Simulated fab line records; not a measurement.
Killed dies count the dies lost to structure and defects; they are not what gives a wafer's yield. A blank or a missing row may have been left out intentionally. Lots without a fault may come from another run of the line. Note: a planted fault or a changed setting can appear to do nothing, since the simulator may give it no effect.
Matching of chambers | flow nandHarc | 4 sister chambers for NHARC_A_STAIRCASE_ETCH_444 on rieDiel-01
The step etches the open film in C4F8/O2, target depth 20400 nm, time 6800 s. 4 wafers are shown with their chamber, then 7 later ones without.

## WAFERS, EACH WITH ITS CHAMBER
wafer  | chamber | rfVppV (V)
L085.1 | 3       | 801
L085.2 | 2       | 813
L086.3 | 0       | 803
L086.4 | 1       | 806

## WAFERS MISSING THEIR CHAMBER
wafer  | rfVppV (V)
L086.6 | 803
L092.2 | 803
L092.4 | 799
L092.6 | 815
L097.2 | 804
L097.4 | 804
L097.6 | 803

## CHAMBER TAKEN BY EACH
wafer  | from the rows above          | in truth
L086.6 | can't be placed: 0 or 3      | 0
L092.2 | can't be placed: 0 or 3      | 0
L092.4 | can't be placed: 3 or 0      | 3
L092.6 | 2                            | 2
L097.2 | can't be placed: 0 or 1 or 3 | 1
L097.4 | can't be placed: 0 or 1 or 3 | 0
L097.6 | can't be placed: 0 or 3      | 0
Placed correctly: 1 of 7. Unplaceable from these rows: 6, with the true chamber sitting among the candidates in 6. Number placed wrongly: 0.
How it was worked out, from the rows above alone: a wafer's distance from a chamber is the root of the sum, over the readings, of the square of ((its reading less the chamber's mean) divided by the reading's scatter). If the next closest chamber is less than 2 further off than the closest, the wafer can't be placed; otherwise it belongs to the closest. A chamber's mean is the mean of its shown wafers. The scatter: with one shown wafer a chamber, the root of the mean of the squares of how far each hidden wafer lies from its nearest shown one.
